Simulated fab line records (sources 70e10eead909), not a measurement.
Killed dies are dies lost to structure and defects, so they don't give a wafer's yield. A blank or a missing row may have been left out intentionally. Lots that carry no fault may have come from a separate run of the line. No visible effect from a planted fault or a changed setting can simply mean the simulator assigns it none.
fab line records    flow nand-harc
record lots=6  wafers=18  last-day=33
route steps=1302 shown P_M2@330 END@1302
lots with no fault: from the same line, run without faults
start-h: hours from the record's first day to the start of the lot's first wafer shown    wait-h: hours from the lot's prior step to this one    " repeats the value in the row above    L1.1+2: a single row standing in for several wafers    - no value, or no start was given    * or withheld: withheld    < > ~ a bound
route shown NAME@n: NAME is a module with steps in the file, n the number in the route of the first one    usual: mean/standard deviation taken from wafers without a fault    same: alike in all rows    chamber/n: place in a boat    sites: readings site by site    _std_site: standard deviation across them    _edge_site: mean of outer sites minus mean of inner sites    radius-mm: for every site, how far away it sits from the centre of the wafer    mask NAME#n: copy n    behind: the most recent tool/chamber to have shaped the wafer    hold: what put the lot on hold/how long, in hours/how the hold closed    device: transistor that didn't switch, given as n, p or np    end of line: the tests these same wafers got at the end of their route    a step with no rows: only its recipe    killed: dies that structure and defects cost at the first sort, which is not the same as the wafer's yield    map: the dies of a wafer, with x for killed, . for not killed, _ for no die there
set.NAME: the setting as run; set.NAME@STEP: as run at that earlier step    model.NAME: the simulator's own value behind a step, which no gauge read
lots at some steps of the route; a table a step, a row a wafer
services: a tool's chamber out of use, with start hour (start-h, from the record's first day; less than 0 if before it), hours out, and reason
## steps
# step NHARC_P_M2_INSPECT_11
# usual raw-defect-count=4.7/2.7
lot.wafer  tool               chamber  start-h  wait-h  raw-defect-count
L918.1     defect-inspect-02  -        143.44   0.0     2
L918.4     "                  -        "        "       6
L918.6     "                  -        "        "       6
L927.1     defect-inspect-01  -        226.09   0.0     3
L927.2     "                  -        "        "       0
L927.5     "                  -        "        "       4
L930.1     defect-inspect-01  -        276.32   0.0     3
L930.2     "                  -        "        "       4
L930.5     "                  -        "        "       3
L933.1     defect-inspect-02  -        289.08   0.0     2
L933.2     "                  -        "        "       5
L933.3     "                  -        "        "       8
L939.1     defect-inspect-01  -        348.59   0.0     10
L939.3     "                  -        "        "       4
L939.6     "                  -        "        "       5
L940.2     defect-inspect-02  -        357.77   0.0     8
L940.4     "                  -        "        "       8
L940.6     "                  -        "        "       8
# step NHARC_P_M2_DESCUM_14
# recipe time-s=3  o2-flow-sccm=200  ar-flow-sccm=0  bias-power-w=0  chemistry=O2
# usual chamber-pressure-mTorr=59.99/0.056  drypump-motor-current-A=5.9/0.51  oes-product-au=1.001/0.0098  rf-vpp-V=57.9/0.94  showerhead-plenum-p-Torr=1.92/0.089  throttle-valve-pct=11.310/0.0094
# same bias-power-w=0
lot.wafer  tool         chamber  start-h  wait-h  chamber-pressure-mTorr  drypump-motor-current-A  oes-product-au  rf-hours-counter-h  rf-vpp-V  showerhead-plenum-p-Torr  throttle-valve-pct
L918.4     rie-diel-08  1        143.51   0.1     60.04                   6.5                      1.000           5.3                 57.0      1.97                      11.313
L918.1     "            3        "        "       60.00                   5.6                      0.989           4.9                 58.4      1.93                      11.307
L918.6     "            0        "        "       59.98                   6.7                      1.014           -                   57.6      1.95                      11.290
L927.1     rie-diel-02  0        226.15   0.1     60.09                   5.4                      1.000           0                   57.6      1.86                      11.304
L927.2     "            1        "        "       59.94                   6.3                      0.993           0                   56.2      1.85                      11.316
L927.5     "            1        "        "       60.13                   6.3                      1.001           -                   57.5      1.85                      11.301
L930.2     rie-diel-08  3        276.38   0.1     59.94                   5.6                      1.009           4.1                 57.3      1.93                      11.310
L930.1     "            1        "        "       60.07                   6.5                      0.991           3.9                 58.4      1.97                      11.304
L930.5     "            3        "        "       60.01                   5.6                      1.017           -                   57.4      1.93                      11.304
L933.1     rie-diel-02  3        289.14   0.1     60.03                   5.3                      1.004           2.7                 59.5      2.01                      11.307
L933.3     "            0        "        "       60.04                   5.4                      0.995           2.3                 55.7      1.86                      11.310
L933.2     "            1        "        "       59.95                   6.3                      0.999           2.3                 58.3      1.85                      11.312
L939.3     rie-diel-02  0        348.67   0.1     59.95                   5.4                      0.990           6.5                 57.6      1.86                      11.315
L939.1     "            1        "        "       59.97                   6.3                      0.995           6.4                 57.4      1.85                      11.303
L939.6     "            3        "        "       60.02                   5.3                      1.003           -                   58.7      2.01                      11.301
L940.2     rie-diel-08  1        357.84   0.1     60.06                   6.5                      1.007           8.0                 57.8      1.97                      11.321
L940.4     "            2        "        "       60.11                   5.4                      0.995           8.3                 59.1      2.05                      11.318
L940.6     "            0        "        "       60.08                   6.7                      1.002           -                   57.0      1.94                      11.299
# step NHARC_P_M2_ETCH_35
# recipe target-depth-a=400  overetch-a=120  time-s=43.94  ion-energy-ev=200  n2-flow-sccm=150  h2-flow-sccm=150  ar-flow-sccm=0  rf-w=400  bias-w=150  chemistry=N2/H2
# step NHARC_P_M2_ETCH_15
# recipe target-depth-a=1825  time-s=91.2  c4f8-flow-sccm=withheld  ar-flow-sccm=400  rf-w=600  bias-w=300  chemistry=C4F8/Ar
# usual chamber-pressure-mTorr=24.998/0.025  oes-product-au=0.939/0.023  rf-fwd-power-W=595.7/2.2  rf-vpp-V=441.1/2.9
lot.wafer  tool         chamber  start-h  wait-h  chamber-pressure-mTorr  oes-product-au  rf-fwd-power-W  rf-hours-counter-h  rf-vpp-V
L918.4     rie-diel-08  3        -        -       24.989                  0.906           594.6           5.0                 441.8
L918.1     "            0        "        "       25.016                  0.940           594.4           5.9                 441.9
L918.6     "            3        "        "       24.996                  0.917           598.3           -                   440.6
L927.2     rie-diel-02  1        -        -       24.973                  0.957           594.3           0.0                 438.5
L927.1     "            3        "        "       24.974                  0.982           599.1           0.0                 443.4
L927.5     "            0        "        "       24.998                  0.969           593.2           -                   439.5
L930.2     rie-diel-08  0        -        -       25.019                  0.970           595.8           3.9                 441.9
L930.1     "            2        "        "       24.968                  0.974           591.3           4.2                 444.5
L930.5     "            0        "        "       25.016                  0.973           595.6           -                   441.7
L933.3     rie-diel-02  2        -        -       24.991                  0.923           594.0           2.7                 437.3
L933.2     "            3        "        "       24.994                  0.931           598.8           2.7                 444.6
L933.1     "            0        "        "       25.018                  0.918           600.9           2.4                 440.4
L939.1     rie-diel-02  2        -        -       25.000                  0.934           588.8           6.1                 437.4
L939.3     "            3        "        "       24.976                  0.932           595.5           6.2                 444.8
L939.6     "            3        "        "       24.999                  0.939           598.0           -                   445.2
L940.4     rie-diel-08  2        -        -       25.041                  0.975           594.9           8.4                 445.9
L940.2     "            1        "        "       24.999                  0.978           595.8           8.0                 440.5
L940.6     "            3        "        "       24.990                  0.961           596.4           -                   441.1
# step NHARC_P_M2_CD_MEAS_16
# usual cd-nm=169.7/0.77
lot.wafer  tool       chamber  start-h  wait-h  cd-nm
L918.1     cd-sem-01  -        143.80   -       170.1
L918.4     "          -        "        "       168.9
L918.6     "          -        "        "       169.5
L927.1     cd-sem-01  -        226.45   -       170.0
L927.2     "          -        "        "       170.4
L927.5     "          -        "        "       170.4
L930.1     cd-sem-03  -        276.69   -       168.4
L930.2     "          -        "        "       169.8
L930.5     "          -        "        "       169.4
L933.1     cd-sem-03  -        289.44   -       170.4
L933.2     "          -        "        "       170.4
L933.3     "          -        "        "       168.9
L939.1     cd-sem-03  -        348.95   -       170.1
L939.3     "          -        "        "       168.9
L939.6     "          -        "        "       170.8
L940.2     cd-sem-02  -        358.13   -       170.7
L940.4     "          -        "        "       170.6
L940.6     "          -        "        "       168.1
# step NHARC_P_M2_STRIP_18
# recipe power-w=1000  n2-flow-sccm=150  h2-flow-sccm=150  ar-flow-sccm=0  bias-w=0  chemistry=N2/H2
# step NHARC_P_M2_ETCH_28
# recipe target-depth-a=300  over-etch-frac=0.3  time-s=72.99  ion-energy-ev=150  cf4-flow-sccm=50  n2-flow-sccm=100  ar-flow-sccm=150  rf-w=300  bias-w=100  chemistry=CF4/N2
# step NHARC_P_M2_STRIP_19
# recipe time-s=600  temp-c=30  chemistry=post-etch-residue-remover
# step NHARC_P_M2_DEGAS_29
# recipe temp-c=250  time-s=60
# usual heater-power-w=333/32
lot.wafer  tool            chamber  start-h  wait-h  heater-power-w
L918.4     pvd-sputter-02  -        144.52   -       317
L918.1     "               -        "        "       335
L918.6     "               -        "        "       315
L927.2     pvd-sputter-03  -        227.19   -       338
L927.1     "               -        "        "       310
L927.5     "               -        "        "       389
L930.1     pvd-sputter-02  -        277.41   -       357
L930.2     "               -        "        "       314
L930.5     "               -        "        "       277
L933.1     pvd-sputter-01  -        290.16   -       315
L933.3     "               -        "        "       321
L933.2     "               -        "        "       386
L939.1     pvd-sputter-02  -        349.69   -       322
L939.3     "               -        "        "       326
L939.6     "               -        "        "       331
L940.4     pvd-sputter-01  -        358.84   -       303
L940.2     "               -        "        "       317
L940.6     "               -        "        "       323
# step NHARC_P_M2_PRE_CLEAN_30
# recipe time-s=30  temp-c=280  gas=H2/He
# usual heater-power-w=408/41
lot.wafer  tool            chamber  start-h  wait-h  heater-power-w
L918.4     pvd-sputter-02  -        -        -       412
L918.1     "               -        "        "       389
L918.6     "               -        "        "       413
L927.2     pvd-sputter-03  -        -        -       390
L927.1     "               -        "        "       415
L927.5     "               -        "        "       389
L930.1     pvd-sputter-02  -        -        -       393
L930.2     "               -        "        "       406
L930.5     "               -        "        "       379
L933.3     pvd-sputter-01  -        -        -       374
L933.2     "               -        "        "       484
L933.1     "               -        "        "       390
L939.1     pvd-sputter-02  -        -        -       386
L939.3     "               -        "        "       383
L939.6     "               -        "        "       397
L940.4     pvd-sputter-01  -        -        -       467
L940.2     "               -        "        "       376
L940.6     "               -        "        "       394
# step NHARC_P_M2_PVD_20
# recipe target-thk-a=50  bias-v=168.6  power-w=15000  chamber-pressure-pa=0.12  time-s=8.06  substrate-temp-c=50  material=TaN
# step NHARC_P_M2_PVD_21
# recipe target-thk-a=300  chamber-pressure-pa=5  power-w=5000  substrate-temp-c=30  time-s=20.49  material=Cu
# usual cathode-dc-power-W=5000.0/0.94  throttle-valve-pct=29.5/1.1
lot.wafer  tool            chamber  start-h  wait-h  cathode-dc-power-W  throttle-valve-pct
L918.1     pvd-sputter-02  -        -        -       5001.6              29.7
L918.4     "               -        "        "       5000.0              28.9
L918.6     "               -        "        "       4999.2              29.7
L927.1     pvd-sputter-03  -        -        -       5001.2              30.2
L927.2     "               -        "        "       5001.0              28.2
L927.5     "               -        "        "       4999.7              28.2
L930.1     pvd-sputter-02  -        -        -       4999.1              29.6
L930.2     "               -        "        "       4999.9              28.6
L930.5     "               -        "        "       4999.7              29.7
L933.2     pvd-sputter-01  -        -        -       5002.0              31.1
L933.1     "               -        "        "       5000.4              29.3
L933.3     "               -        "        "       5002.4              29.9
L939.1     pvd-sputter-02  -        -        -       4998.9              29.4
L939.3     "               -        "        "       4999.9              29.1
L939.6     "               -        "        "       5000.1              29.5
L940.2     pvd-sputter-01  -        -        -       4999.9              29.2
L940.4     "               -        "        "       4999.2              30.2
L940.6     "               -        "        "       5001.7              31.1
# step NHARC_P_M2_ECD_22
# recipe target-thk-a=4000  bath-temp-c=25  material=Cu
lot.wafer   tool       chamber  start-h  wait-h
L918.1+4+6  ecd-cu-02  0,1,1    144.87   -
L927.2+1+5  ecd-cu-01  1,0,0    227.65   -
L930.2+1+5  ecd-cu-02  0,1,0    277.76   -
L933.2+1+3  ecd-cu-02  0,1,1    290.52   -
L939.1+3+6  ecd-cu-01  1,0,1    350.10   -
L940.2+4+6  ecd-cu-02  1,1,0    359.25   -
# step NHARC_P_M2_ANNEAL_31
# recipe temp-c=225  time-s=90
# step NHARC_P_M2_CMP_23
# recipe t-overpolish-s=20  target-thk-nm=144.3
# usual motor-current-A=11.6/1  slurry-filter-dp-kPa=13.49/0.14  time-to-endpoint-s=29.2/2.5
lot.wafer  tool    chamber  start-h  wait-h  motor-current-A  slurry-filter-dp-kPa  time-to-endpoint-s
L918.4     cmp-04  1        145.59   -       11.5             13.47                 32.9
L918.1     "       3        "        "       13.4             13.75                 29.6
L918.6     "       2        "        "       9.2              13.51                 30.6
L927.2     cmp-01  2        228.37   -       10.9             13.51                 31.5
L927.1     "       1        "        "       11.1             13.30                 26.7
L927.5     "       3        "        "       12.4             13.53                 31.2
L930.2     cmp-02  3        278.51   -       11.6             13.62                 39.4
L930.1     "       0        "        "       13.7             13.27                 27.1
L930.5     "       2        "        "       11.3             13.68                 27.1
L933.3     cmp-02  0        291.24   -       13.7             13.66                 40.5
L933.1     "       1        "        "       12.3             13.73                 22.7
L933.2     "       3        "        "       11.9             13.37                 39.2
L939.1     cmp-01  1        350.84   -       10.7             13.51                 29.6
L939.3     "       2        "        "       11.0             13.18                 30.6
L939.6     "       3        "        "       11.6             13.29                 29.8
L940.4     cmp-04  2        359.99   -       9.6              13.43                 30.2
L940.2     "       3        "        "       13.9             13.50                 27.3
L940.6     "       0        "        "       11.8             13.62                 27.1
# step NHARC_P_M2_THK_MEAS_24
# recipe thk-meas-gauge=xrf
# usual thk-nm=144.4/1.6
lot.wafer  tool           chamber  start-h  wait-h  thk-nm
L918.1     film-metro-02  -        145.91   -       144.2
L918.4     "              -        "        "       142.6
L918.6     "              -        "        "       144.6
L927.1     film-metro-01  -        228.69   -       143.0
L927.2     "              -        "        "       144.1
L927.5     "              -        "        "       144.1
L930.1     film-metro-01  -        278.80   -       140.8
L930.2     "              -        "        "       142.4
L930.5     "              -        "        "       146.0
L933.1     film-metro-01  -        291.56   -       142.4
L933.2     "              -        "        "       143.0
L933.3     "              -        "        "       145.1
L939.1     film-metro-02  -        351.10   -       144.1
L939.3     "              -        "        "       144.5
L939.6     "              -        "        "       145.5
L940.2     film-metro-02  -        360.24   -       145.1
L940.4     "              -        "        "       144.1
L940.6     "              -        "        "       144.8
# step NHARC_END_SORT_01
# recipe temp-c=25
# usual defect-limited-yield=91.5/2.9  killed-at-array=53/20  killed-at-other=1/1.2  killed-at-periphery=3.7/2.6  killed-dies=58/20  killed-open=3.5/1.8  killed-short=2.4/1.7  sort_bin_2_pct=3.1/1.3  sort_bin_3_pct=0.6/0.4  sort_bin_4_pct=4.9/1.7  sort-n-pass=619/20  sort-rim-yield-pct=92/4  sort-yield-pct=91.5/2.9
# same gross-dies=677  sort_bin_5_pct[%]=0  sort_bin_6_pct[%]=0  sort_bin_7_pct[%]=0  sort_bin_8_pct[%]=0  sort-rim-n-gross=106.00
lot.wafer  tool       chamber  start-h  wait-h  defect-limited-yield[%]  killed-at-array  killed-at-other  killed-at-periphery  killed-dies  killed-open  killed-short  sort_bin_2_pct[%]  sort_bin_3_pct[%]  sort_bin_4_pct[%]  sort-n-pass  sort-rim-yield-pct[%]  sort-yield-pct[%]
L930.1     prober-01  0        704.33   2.5     91.0                     52               5                4                    61           5            1             3.4                0.1                5.5                616          93                     91.0
L939.1     prober-02  0        791.48   2.5     91.9                     50               0                5                    55           5            3             2.8                1.2                4.1                622          92                     91.9
L939.3     prober-02  0        793.08   3.1     91.9                     52               0                3                    55           5            1             4.1                0.7                3.2                622          93                     91.9
L939.6     prober-02  0        795.49   4.0     91.6                     55               0                2                    57           2            2             2.5                0.4                5.5                620          84                     91.6
# killed by level:class
L930.1 A_CHANNEL_HOLE_D1:chamber-film-flake=33 A_CHANNEL_HOLE_D2:chamber-film-flake=6 A_SLIT:chamber-film-flake=5 THIN_TSV:chamber-film-flake=5 A_WL_FILL:chamber-film-flake=4 P_CONTACT:geometric-particle:open=1 P_M0:geometric-particle:open=1 P_M2:geometric-particle:open=1
L939.1 A_CHANNEL_HOLE_D2:chamber-film-flake=20 A_SLIT:chamber-film-flake=19 P_GATE:chamber-film-flake=5 A_CHANNEL_FILL_D2:geometric-particle:open=2 A_M0:geometric-particle:open=2 A_STAIRCASE:chamber-film-flake=2 A_CHANNEL_FILL_D1:geometric-particle:short=1 A_SGD_CUT:geometric-particle:open=1
L939.3 A_SLIT:chamber-film-flake=21 A_CHANNEL_HOLE_D2:chamber-film-flake=18 A_M1:chamber-film-flake=3 A_CHANNEL_FILL_D1:geometric-particle:open=2 A_ZERO_WELL:chamber-film-flake=2 A_STAIRCASE:chamber-film-flake=2 P_M0:geometric-particle:open=1 P_M2:geometric-particle:open=1
L939.6 A_CHANNEL_HOLE_D2:chamber-film-flake=29 A_SLIT:chamber-film-flake=15 A_ZERO_WELL:chamber-film-flake=3 A_M1:chamber-film-flake=3 A_BLC:geometric-particle:open=2 P_M0:geometric-particle:short=1 A_DECK1_JOINT:geometric-particle:short=1 P_ZERO_WELL:chamber-film-flake=1
## services
tool            chamber  start-h  hours  kind
cmp-02          -        136.72   4.0    pm
rie-diel-08     2        148.76   3.6    repair
cmp-02          -        157.63   1.3    repair
ecd-cu-01       -        160.00   8.0    pm
pvd-sputter-03  -        170.00   10.0   pm
cmp-01          -        185.52   4.0    pm
rie-diel-08     -        190.89   9.0    pm
cmp-04          -        193.07   0.4    repair
cmp-02          -        196.02   0.3    repair
cmp-04          -        209.00   4.0    pm
rie-diel-02     -        216.70   9.0    pm
pvd-sputter-02  -        221.84   8.3    repair
pvd-sputter-01  -        225.24   3.9    repair
pvd-sputter-01  -        229.17   10.0   pm
cmp-02          -        234.72   4.0    pm
cmp-01          -        241.35   5.8    repair
ecd-cu-02       -        244.09   8.0    pm
pvd-sputter-01  -        253.70   4.3    repair
cmp-01          -        258.55   0.8    repair
cmp-04          -        266.08   1.0    repair
cmp-02          -        266.64   2.0    repair
cmp-01          -        283.52   4.0    pm
rie-diel-08     1        316.99   4.7    repair
pvd-sputter-03  -        348.00   10.0   pm
## key
first-sign step=NHARC_P_M2_CMP_23  reading=time-to-endpoint-s  direction=up  sigmas=4.2  usual=*  struck=*
effect none on later readings
met-at NHARC_P_M2_ECD_22
struck-wafers L930.2,L933.2,L933.3
onset-between 144.87 277.76
fault kind=process-parameter-drift  tool=ecd-cu-02  chamber=-  onset-h=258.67  steps=NHARC_P_M2_ECD_22  channel=target-thk-a  offset=*  shape=step  end-h=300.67  scope=struck-wafers-only  acts-in=*  stated=*
